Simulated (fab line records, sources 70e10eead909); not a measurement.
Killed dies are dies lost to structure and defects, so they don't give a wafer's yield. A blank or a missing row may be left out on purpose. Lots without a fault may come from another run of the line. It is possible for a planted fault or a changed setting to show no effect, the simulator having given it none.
Chamber matching | flow nand-harc | rie-diel-10 running NHARC_P_M1_DESCUM_14: 4 sister chambers
The step chemistry O2, time 3 s. 4 wafers are shown with their chamber, then 9 later ones without.

WAFERS PAIRED WITH THEIR CHAMBERS
wafer  | chamber | drypump-motor-current-A (A)
L080.6 | 2       | 5.8
L087.4 | 1       | 5.3
L087.5 | 0       | 5.9
L087.6 | 3       | 6.3

WAFERS WHOSE CHAMBER IS MISSING
wafer  | drypump-motor-current-A (A)
L085.1 | 5.3
L085.3 | 5.9
L085.5 | 5.3
L090.1 | 5.3
L090.2 | 6.1
L090.3 | 5.9
L097.1 | 5.9
L097.2 | 6.2
L097.3 | 5.9

WHICH CHAMBER EACH WENT THROUGH
wafer  | from the rows above          | in truth
L085.1 | 1                            | 1
L085.3 | can't be placed: 0 or 2      | 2
L085.5 | 1                            | 1
L090.1 | 1                            | 1
L090.2 | can't be placed: 0 or 3 or 2 | 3
L090.3 | can't be placed: 0 or 2      | 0
L097.1 | can't be placed: 0 or 2      | 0
L097.2 | 3                            | 3
L097.3 | can't be placed: 0 or 2      | 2
Correct placement for 4 of the 9. Can't be placed from these rows: 5 (the true chamber is among the candidates in 5). Placed wrongly: 0.
How it was worked out, from the rows above alone: a wafer's distance from a chamber is the root of the sum, over the readings, of the square of ((its reading less the chamber's mean) divided by the reading's scatter). The wafer belongs to the nearest chamber; if the next one is less than 2 further off, it can't be placed. The mean given for a chamber averages the wafers shown for that chamber. The scatter (one wafer shown for each chamber): square how far every hidden wafer sits from the nearest shown wafer, average those squares and take the square root.
